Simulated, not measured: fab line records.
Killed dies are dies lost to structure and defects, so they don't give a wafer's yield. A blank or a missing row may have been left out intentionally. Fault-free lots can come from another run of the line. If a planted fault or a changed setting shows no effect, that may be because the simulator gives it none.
Lot-split experiment | flow n5 finfet | route with 1938 steps; 7 lots, 39 wafers read

== SPLIT DETAILS ==
At N5_DUMMY_GATE_ETCH_32 (etches SiO2 in CF4, target depth 3.5 nm, time 3.9 s), the setting time s was moved away from the recipe's 3.9 s on 15 of the 39 wafers read, by -14.6% to +20.6%. The other wafers ran this setting at the recipe's value.

The reading comes from the split's own step.

== THE READING ==
etch.depth nm (the simulator's own value, which no gauge read), in nm, at N5_DUMMY_GATE_ETCH_32 (etches SiO2 in CF4, target depth 3.5 nm, time 3.9 s). There is no usual value for it anywhere in the file. The 24 wafers here that ran the recipe average 3.509 nm, standard deviation 0.095 nm.

wafer  | tool, chamber at the split | time s as run, s | against the recipe | etch.depth nm, nm | against lot-mates on the recipe
L074.2 | rie si-02, 1               | 3.9              | recipe             | 3.52              | -
L074.5 | rie si-02, 0               | 3.9              | recipe             | 3.506             | -
L074.6 | rie si-02, 3               | 3.9              | recipe             | 3.578             | -
L078.1 | rie si-06, 2               | 3.9              | recipe             | 3.66              | -
L078.2 | rie si-06, 0               | 4.663            | +19.6%             | 4.403             | +0.823
L078.3 | rie si-06, 1               | 4.663            | +19.6%             | 4.228             | +0.648
L078.4 | rie si-06, 3               | 3.9              | recipe             | 3.411             | -
L078.5 | rie si-06, 1               | 4.663            | +19.6%             | 4.246             | +0.666
L078.6 | rie si-06, 2               | 3.9              | recipe             | 3.668             | -
L079.1 | rie si-02, 3               | 3.45             | -11.5%             | 3.145             | -0.352
L079.2 | rie si-02, 0               | 3.9              | recipe             | 3.499             | -
L079.3 | rie si-02, 2               | 3.9              | recipe             | 3.542             | -
L079.4 | rie si-02, 1               | 3.9              | recipe             | 3.45              | -
L079.5 | rie si-02, 3               | 3.45             | -11.5%             | 3.113             | -0.384
L079.6 | rie si-02, 0               | 3.45             | -11.5%             | 3.098             | -0.399
L080.1 | rie si-06, 0               | 4.38             | +12.3%             | 4.158             | +0.588
L080.2 | rie si-06, 2               | 3.9              | recipe             | 3.717             | -
L080.3 | rie si-06, 1               | 3.9              | recipe             | 3.564             | -
L080.4 | rie si-06, 3               | 4.38             | +12.3%             | 3.85              | +0.280
L080.5 | rie si-06, 2               | 4.38             | +12.3%             | 4.181             | +0.611
L080.6 | rie si-06, 3               | 3.9              | recipe             | 3.429             | -
L088.1 | rie si-02, 3               | 3.9              | recipe             | 3.548             | -
L088.2 | rie si-02, 1               | 3.9              | recipe             | 3.439             | -
L088.3 | rie si-02, 0               | 4.702            | +20.6%             | 4.176             | +0.688
L088.4 | rie si-02, 1               | 4.702            | +20.6%             | 4.177             | +0.689
L088.5 | rie si-02, 3               | 4.702            | +20.6%             | 4.277             | +0.789
L088.6 | rie si-02, 0               | 3.9              | recipe             | 3.478             | -
L092.1 | rie si-02, 1               | 3.9              | recipe             | 3.467             | -
L092.2 | rie si-02, 2               | 3.9              | recipe             | 3.569             | -
L092.3 | rie si-02, 0               | 3.9              | recipe             | 3.498             | -
L092.4 | rie si-02, 3               | 3.9              | recipe             | 3.531             | -
L092.5 | rie si-02, 0               | 3.9              | recipe             | 3.466             | -
L092.6 | rie si-02, 3               | 3.9              | recipe             | 3.541             | -
L094.1 | rie si-01, 0               | 3.9              | recipe             | 3.384             | -
L094.2 | rie si-01, 1               | 3.9              | recipe             | 3.256             | -
L094.3 | rie si-01, 3               | 3.331            | -14.6%             | 2.897             | -0.481
L094.4 | rie si-01, 2               | 3.9              | recipe             | 3.495             | -
L094.5 | rie si-01, 0               | 3.331            | -14.6%             | 2.927             | -0.451
L094.6 | rie si-01, 1               | 3.331            | -14.6%             | 2.783             | -0.595

FIT RESULTS
A straight line over all 39 wafers: etch.depth nm changes by +0.0387 nm for each +1% of time s; r = +0.97; the points scatter about the line by 0.1 nm.
The same after taking each lot's own level away (the mean of its wafers on the recipe; 39 wafers): +0.0356 nm for each +1%; r = +0.97; scatter 0.083 nm.
That fit puts the effect of the largest move of time s on the reading at 0.73 nm.
The span of the lots' own levels, 3.3783 to 3.5797 nm, comes to 2.1 times the standard deviation stated above.
Hence the lot-to-lot level has little effect on the slope; both slopes agree.
Check: for one of the wafers moved furthest among these (+20.6%), held out of the fit, the line's prediction against its lot-mates is +0.748 nm. It came out at +0.688 nm against them.

== OTHER SPLITS ON THESE WAFERS ==
Other splits were also applied to these wafers ahead of the reading. Each is held against what the fit with the lots' levels taken away leaves over:
other split on the same wafers  | wafers away from the commonest value | r with etch.depth nm (lot level and that fit taken away)
N5_DUMMY_GATE_EXPOSE_12 dose mj | 15                                   | -0.05

== FILE'S OWN FIT ==
etch.depth nm changes by +0.0358 nm for each +1% of time s, r = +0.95.
